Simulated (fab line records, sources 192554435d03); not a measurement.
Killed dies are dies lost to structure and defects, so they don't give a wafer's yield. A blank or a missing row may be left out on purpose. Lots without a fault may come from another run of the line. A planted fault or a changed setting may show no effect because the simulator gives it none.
Chamber matching | flow n5_finfet | N5_BEOL_M10_STRIP_67 on rie_diel-05: 4 sister chambers
The step strips in CF4. 16 wafers are shown with their chamber, then 8 later ones without.

WAFERS WITH THEIR CHAMBER
wafer  | chamber | drypump_motor_current_A (A) | showerhead_plenum_p_Torr (Torr) | throttle_valve_pct (%)
L078.2 | 0       | 6.4                         | 1.76                            | 13.93
L078.3 | 1       | 5.8                         | 1.76                            | 13.60
L078.4 | 3       | 6.6                         | 1.83                            | 13.19
L079.1 | 0       | 6.5                         | 1.76                            | 13.95
L079.2 | 2       | 5.1                         | 1.88                            | 13.58
L079.6 | 1       | 5.8                         | 1.76                            | 13.59
L084.1 | 0       | 6.5                         | 1.75                            | 13.96
L084.3 | 3       | 6.6                         | 1.83                            | 13.23
L084.6 | 1       | 5.8                         | 1.75                            | 13.62
L083.3 | 1       | 5.7                         | 1.75                            | 13.64
L083.4 | 2       | 5.1                         | 1.87                            | 13.63
L083.6 | 3       | 6.6                         | 1.82                            | 13.24
L090.1 | 3       | 6.6                         | 1.82                            | 13.25
L090.3 | 0       | 6.5                         | 1.75                            | 13.38
L090.5 | 2       | 5.1                         | 1.87                            | 13.65
L093.3 | 0       | 6.4                         | 1.75                            | 13.41

SIGNATURES (means of the wafers above)
reading                  | chamber 0 | chamber 1 | chamber 2 | chamber 3 | scatter within a chamber
drypump_motor_current_A  | 6.460     | 5.775     | 5.100     | 6.600     | 0.0403
showerhead_plenum_p_Torr | 1.7540    | 1.7550    | 1.8733    | 1.8250    | 0.00568
throttle_valve_pct       | 13.7260   | 13.6125   | 13.6200   | 13.2275   | 0.176
Rule: a wafer's distance from a chamber is the root of the sum, over the readings, of the square of ((its reading less the chamber's mean) divided by the reading's scatter). The wafer belongs to the nearest chamber; if the next one is less than 2 further off, it can't be placed. The scatter: the root of (the sum of the squares of (reading less its chamber's mean) over the shown wafers, divided by (wafers less chambers)).

WAFERS WITHOUT THEIR CHAMBER
wafer  | drypump_motor_current_A (A) | showerhead_plenum_p_Torr (Torr) | throttle_valve_pct (%)
L093.4 | 6.6                         | 1.82                            | 13.26
L093.5 | 6.4                         | 1.75                            | 13.40
L091.1 | 6.6                         | 1.82                            | 13.26
L091.4 | 6.5                         | 1.75                            | 13.40
L091.6 | 5.8                         | 1.75                            | 13.66
L094.1 | 6.5                         | 1.75                            | 13.41
L094.2 | 5.8                         | 1.75                            | 13.68
L094.4 | 5.1                         | 1.87                            | 13.68

WHICH CHAMBER EACH WENT THROUGH
wafer  | from the rows above | in truth
L093.4 | 3                   | 3
L093.5 | 0                   | 0
L091.1 | 3                   | 3
L091.4 | 0                   | 0
L091.6 | 1                   | 1
L094.1 | 0                   | 0
L094.2 | 1                   | 1
L094.4 | 2                   | 2
Placed correctly: 8 of 8. Can't be placed from these rows: 0. Placed wrongly: 0.
